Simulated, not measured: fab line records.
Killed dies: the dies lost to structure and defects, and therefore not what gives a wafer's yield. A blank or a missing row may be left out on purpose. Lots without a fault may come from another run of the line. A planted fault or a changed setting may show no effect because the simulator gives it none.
Which tool is to blame? | flow n5_finfet | 11 lots, 33 wafers sampled, at 3 steps of a route of 1938

== WHAT THE GAUGES READ, wafer by wafer ==
N5_BEOL_M13_OVL_MEAS_11.
lot  | measured     | on         | V12_OVL (nm)
L253 | day 11 15:11 | overlay-01 | 3 6 1
L256 | day 12 01:08 | overlay-02 | -2 -5 5
L258 | day 13 03:32 | overlay-01 | -1 2 1
L259 | day 13 09:02 | overlay-02 | -2 2 5
L260 | day 13 13:06 | overlay-01 | 4 4 3
L262 | day 14 01:09 | overlay-02 | 6 3 3
L264 | day 14 09:03 | overlay-01 | 1 6 -2
L266 | day 14 16:45 | overlay-02 | 5 3 5
L269 | day 15 08:01 | overlay-02 | -3 2 -3
L271 | day 16 03:29 | overlay-01 | -1 -9 2
L274 | day 16 16:25 | overlay-01 | -12 0 -12

N5_BEOL_M13_OVL_MEAS_29.
lot  | measured     | on         | M13_OVL (nm)
L253 | day 11 16:22 | overlay-01 | -13 -22 -5
L256 | day 12 02:09 | overlay-02 | -10 -6 5
L258 | day 13 04:43 | overlay-02 | 5 10 4
L259 | day 13 09:59 | overlay-02 | -1 4 14
L260 | day 13 14:03 | overlay-01 | 0 -9 5
L262 | day 14 02:16 | overlay-02 | -8 0 -7
L264 | day 14 10:00 | overlay-02 | -12 -4 -12
L266 | day 14 17:41 | overlay-02 | -16 -15 -1
L269 | day 15 09:06 | overlay-01 | -4 0 -2
L271 | day 16 04:35 | overlay-01 | 11 2 7
L274 | day 16 17:22 | overlay-02 | -2 -10 -2

== WHICH TOOL RAN EACH LOT (tool, then ch and the chambers of the sampled wafers, then the start) ==
lot  | N5_BEOL_M13_ETCH_59
L253 | rie_diel-02 ch 0,1,3, day 11 15:31
L256 | rie_diel-06 ch 0,1,3, day 12 01:14
L258 | rie_diel-06 ch 0,1,3, day 13 03:44
L259 | rie_diel-02 ch 0,1,2, day 13 09:07
L260 | rie_diel-04 ch 0,3, day 13 13:12
L262 | rie_diel-06 ch 1,2, day 14 01:14
L264 | rie_diel-06 ch 0,2,3, day 14 09:09
L266 | rie_diel-06 ch 0,2,3, day 14 16:50
L269 | rie_diel-02 ch 0,1,3, day 15 08:07
L271 | rie_diel-02 ch 1,2, day 16 03:35
L274 | rie_diel-02 ch 0,1,2, day 16 16:30
- N5_BEOL_M13_ETCH_59: etches BARC in N2/H2, target depth 89 nm, overetch 26.7 nm, time 67.9 s.

== WHAT THE TOOLS THEMSELVES READ (means of the sampled wafers that have a number; where no wafer has one, the mark that the record gives instead) ==
N5_BEOL_M13_ETCH_59.
lot  | tool        | chamber_pressure_mTorr (mTorr) | drypump_motor_current_A (A) | oes_product_au (a.u.) | rf_vpp_V (V) | showerhead_plenum_p_Torr (Torr) | throttle_valve_pct (%)
L253 | rie_diel-02 | 30.010                         | 5.87                        | 0.69                  | 523.3        | 2.54                            | 18.00
L256 | rie_diel-06 | 29.988                         | 5.97                        | 0.76                  | 524.4        | 2.55                            | 17.74
L258 | rie_diel-06 | 29.993                         | 5.97                        | 0.74                  | 524.7        | 2.54                            | 17.77
L259 | rie_diel-02 | 30.020                         | 5.78                        | 0.62                  | 523.0        | 2.48                            | 18.08
L260 | rie_diel-04 | 29.998                         | 5.57                        | 0.62                  | 524.8        | 2.55                            | 18.28
L262 | rie_diel-06 | 30.002                         | 5.89                        | 0.71                  | 526.3        | 2.61                            | 17.72
L264 | rie_diel-06 | 30.009                         | 5.93                        | 0.67                  | 524.7        | 2.55                            | 17.99
L266 | rie_diel-06 | 29.998                         | 5.92                        | 0.67                  | 523.7        | 2.55                            | 17.99
L269 | rie_diel-02 | 30.022                         | 5.88                        | 0.72                  | 523.9        | 2.53                            | 17.91
L271 | rie_diel-02 | 29.989                         | 5.73                        | 0.72                  | 521.6        | 2.47                            | 17.82
L274 | rie_diel-02 | 30.010                         | 5.77                        | 0.66                  | 521.1        | 2.47                            | 17.95

== THE ANSWER, worked out from the rows above alone ==
Rule: the usual values come from the lots themselves. The widest of any qualifying gaps counts: lots, ordered by their means at a reading, are off when they make up no more than a third of the lots, leave a main group of 4 or more, and stand apart from it by 3 or more times the standard deviation of that group's means. A main group is skipped when, at the precision printed for the reading in the tables above, its means are all equal. A lot without any number at a reading at which 4 lots or more have one is off too. Any other lot the step has rows for is counted as sound. First the gauges in route order, then the tools' own readings, where a lot's mean is used as printed above. At the first step where some lot is off, the reading lying furthest off is the one used; lots without a number count as furthest.
No lot is off at any reading shown: from this, nothing can be told.

== WHAT WAS PUT IN BY THE SIMULATOR ==
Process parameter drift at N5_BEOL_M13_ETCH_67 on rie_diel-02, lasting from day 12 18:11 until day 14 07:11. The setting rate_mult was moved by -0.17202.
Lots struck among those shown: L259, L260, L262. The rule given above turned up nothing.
